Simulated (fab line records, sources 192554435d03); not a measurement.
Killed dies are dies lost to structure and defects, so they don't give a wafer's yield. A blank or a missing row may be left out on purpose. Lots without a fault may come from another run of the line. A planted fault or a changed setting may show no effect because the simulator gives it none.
A struck lot beside a sound one | flow n5_finfet | 16 steps out of a route of 1938
Sound: wafers L497.1, L497.4, L497.5. Struck: wafer L512.5. (L512.1 of the same lot was not struck and is left out.) The cause comes at the end.
At each step with rows: each side's tool, then ch and its chambers, then its first start. Under that, the readings that differ: sound wafers | struck wafers | difference of the means | sigmas: that difference in standard deviations of wafers without a fault.
alike: readings whose means differ by less than 2 such deviations, and words and numbers that are the same on both sides. not compared: withheld readings, readings that some wafer has no value for, bounds like >300 that may hide the same value, and numbers for which the record gives no deviation and whose values overlap.
The two part at a step that has a row with sigmas, a row that says differs or no value, or rows on one side only. Numbers that don't overlap but have no deviation are shown without sigmas and don't part them. A reading that every wafer of one side lacks parts them only if that side has two wafers or more.

first, 4 steps without rows for these wafers: N5_BEOL_M10_HM_STRIP_39 (strips TiN in peroxide tin strip, target depth 25 nm, time 158 s); N5_BEOL_M10_SRD_40 (time 30 s); N5_BEOL_M10_PRECLEAN_42 (cleans in residue remover, time 60 s); N5_BEOL_M10_SRD_43 (time 30 s).
N5_BEOL_M10_CD_MEAS_35: target cd 70 nm.
  sound on cd_sem-01, day 11 18:40; struck on cd_sem-02, day 16 05:51
  alike: cd_nm
N5_BEOL_M10_CURE_72: cures SiCOH lowk, time 120 s.
  sound on uv_cure-03 ch 1, day 11 18:43; struck on uv_cure-01 ch 1, day 16 05:53
  reading            | sound             | struck | difference | sigmas
  lamp_power_pct (%) | 52.32 52.32 52.26 | 52.43  | +0.13      | +2
  alike: wafer_temp_C_max
N5_BEOL_M10_DEGAS_44: time 60 s.
  sound on pvd_sputter-01, day 11 19:04; struck on pvd_sputter-01, day 16 06:15
  alike: heater_power_w
N5_BEOL_M10_PRE_CLEAN_45: time 30 s.
  sound on pvd_sputter-01, day 11 19:07; struck on pvd_sputter-01, day 16 06:17
  alike: heater_power_w
then, 3 steps without rows for these wafers: N5_BEOL_M10_ALD_74 (deposits TaN, target thk 2 nm, pulse time 2 s, purge time 3 s); N5_BEOL_M10_SURFACE_TREAT_76; N5_BEOL_M10_CVD_75 (deposits Co from CCTBA/H2, target thk 2 nm, time 138.9 s).
N5_BEOL_M10_SPUTTER_48: material Cu, target thk 12 nm, time 2 s.
  sound on pvd_sputter-03, day 11 19:42; struck on pvd_sputter-03, day 16 06:52
  alike: bias_v, throttle_valve_pct
N5_BEOL_M10_ECD_50: material Cu, target thk 318 nm.
  sound on ecd_cu-02 ch 0,1, day 11 19:49; struck on ecd_cu-01 ch 1, day 16 06:59
  reading                                 | sound             | struck | difference | sigmas
  model.Cu_of_BEOL_M10_ECD_50.thk_nm (nm) | 318.4 315.6 314.8 | 423    | +107       |
N5_BEOL_M10_ANNEAL_51: time 90 s.
  sound on rtp_anneal-01 ch 0, day 11 19:56; struck on rtp_anneal-02 ch 0, day 16 07:14
  alike: wafer_temp_C_max
N5_BEOL_M10_CMP_52: polishes, stops on SiCOH lowk, t overpolish 7 s, target thk 140 nm.
  sound on cmp-02 ch 0,2, day 11 20:16; struck on cmp-03 ch 0, day 16 07:34
  reading                | sound          | struck | difference | sigmas
  time_to_endpoint_s (s) | 66.8 68.9 66.9 | 85.2   | +17.7      | +6
  alike: head_pressure_psi, motor_current_A
N5_BEOL_M10_THK_MEAS_53: measures by xrf.
  sound on film_metro-01, day 11 20:31; struck on film_metro-02, day 16 07:49
  alike: M10_THK

WHERE THEY PART
First at N5_BEOL_M10_CURE_72; last, within this record, at N5_BEOL_M10_CMP_52. Later steps at which nothing parts them and some readings are alike: N5_BEOL_M10_THK_MEAS_53.

WHY: what the simulator had put in
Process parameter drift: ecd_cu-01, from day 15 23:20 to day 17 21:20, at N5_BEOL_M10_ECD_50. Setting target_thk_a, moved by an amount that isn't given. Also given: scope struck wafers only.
